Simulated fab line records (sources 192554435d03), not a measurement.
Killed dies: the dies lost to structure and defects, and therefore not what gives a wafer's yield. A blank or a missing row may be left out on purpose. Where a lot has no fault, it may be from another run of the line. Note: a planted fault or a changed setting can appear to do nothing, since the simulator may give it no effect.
Lot-split experiment | flow n5_finfet | 21 wafers read from 7 lots, route of 1938 steps

## THE SPLIT
At N5_BEOL_M9_PECVD_70 (deposits SiO2 from TEOS/O2, target thk 20 nm, time 22.7 s), the setting temp_c was moved away from the recipe's 400 C on 9 of the 21 wafers read, by -3.0% to +4.3%. The other wafers ran this setting at the recipe's value.

The split's own step is where the reading is taken.

## THE READING
SiO2_of_BEOL_M9_PECVD_70.thk_nm (the simulator's own value, which no gauge read), in nm, at N5_BEOL_M9_PECVD_70 (deposits SiO2 from TEOS/O2, target thk 20 nm, time 22.7 s). The file does not state a usual value for it. The 12 wafers here that ran the recipe average 20.1 nm, standard deviation 0.3 nm.

wafer  | tool, chamber at the split | temp_c as run, C | against the recipe | SiO2_of_BEOL_M9_PECVD_70.thk_nm, nm | against lot-mates on the recipe
L081.1 | pecvd-04, 2                | 400              | recipe             | 20.2                                | -
L081.2 | pecvd-04, 0                | 410.3            | +2.6%              | 18.4                                | -1.9
L081.6 | pecvd-04, 2                | 400              | recipe             | 20.4                                | -
L083.1 | pecvd-04, 0                | 400              | recipe             | 19.8                                | -
L083.2 | pecvd-04, 2                | 400              | recipe             | 20                                  | -
L083.4 | pecvd-04, 1                | 400              | recipe             | 20.4                                | -
L088.1 | pecvd-04, 1                | 416.6            | +4.2%              | 17.8                                | -2.4
L088.5 | pecvd-04, 1,0              | 400              | recipe             | 20.2                                | -
L088.6 | pecvd-04, 1,0              | 400              | recipe             | 20.2                                | -
L090.2 | pecvd-01, 2                | 388.6            | -2.8%              | 21.4                                | +1.2
L090.3 | pecvd-01, 1                | 388.6            | -2.8%              | 21.2                                | +1.0
L090.4 | pecvd-01, 2                | 400              | recipe             | 20.2                                | -
L093.2 | pecvd-03, 2                | 388              | -3.0%              | 21.6                                | no lot-mate on the recipe
L093.3 | pecvd-03, 1                | 388              | -3.0%              | 22                                  | no lot-mate on the recipe
L093.4 | pecvd-03, 0                | 388              | -3.0%              | 22.2                                | no lot-mate on the recipe
L091.2 | pecvd-03, 1                | 417.2            | +4.3%              | 17.6                                | -2.2
L091.3 | pecvd-03, 2                | 417.2            | +4.3%              | 17.2                                | -2.6
L091.5 | pecvd-03, 2                | 400              | recipe             | 19.8                                | -
L092.3 | pecvd-04, 0                | 400              | recipe             | 19.4                                | -
L092.4 | pecvd-04, 0,2              | 400              | recipe             | 20.4                                | -
L092.6 | pecvd-04, 0,2              | 400              | recipe             | 20.4                                | -
Rows listing several chambers each stand for several wafers; the file does not say which wafer went through which chamber.

THE FIT
A straight line over all 21 wafers: SiO2_of_BEOL_M9_PECVD_70.thk_nm changes by -0.581 nm for each +1% of temp_c; r = -0.97; the points scatter about the line by 0.32 nm.
The same after taking each lot's own level away (the mean of its wafers on the recipe; 18 wafers): -0.529 nm for each +1%; r = -0.97; scatter 0.3 nm.
On that fit, the largest move of temp_c shifts the reading by 2.3 nm.
From 19.80 to 20.30 nm: that is the span of the lots' own levels, equal to 1.7 times the standard deviation above.
So the lot-to-lot level changes the slope little: the two slopes agree.
Check: for one of the wafers moved furthest among these (+4.3%), held out of the fit, the line's prediction against its lot-mates is -2.44 nm. It came out at -2.2 nm against them.

## OTHER SPLITS APPLIED TO THESE WAFERS
Before the reading, these wafers also passed through other splits. Each is held against what the fit with the lots' levels taken away leaves over:
other split on the same wafers | wafers away from the commonest value | r with SiO2_of_BEOL_M9_PECVD_70.thk_nm (lot level and that fit taken away)
N5_BEOL_M8_PEB_09 peb_time_s   | 8                                    | -0.13

## FILE'S OWN FIT
SiO2_of_BEOL_M9_PECVD_70.thk_nm changes by -0.561 nm for each +1% of temp_c, r = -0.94.
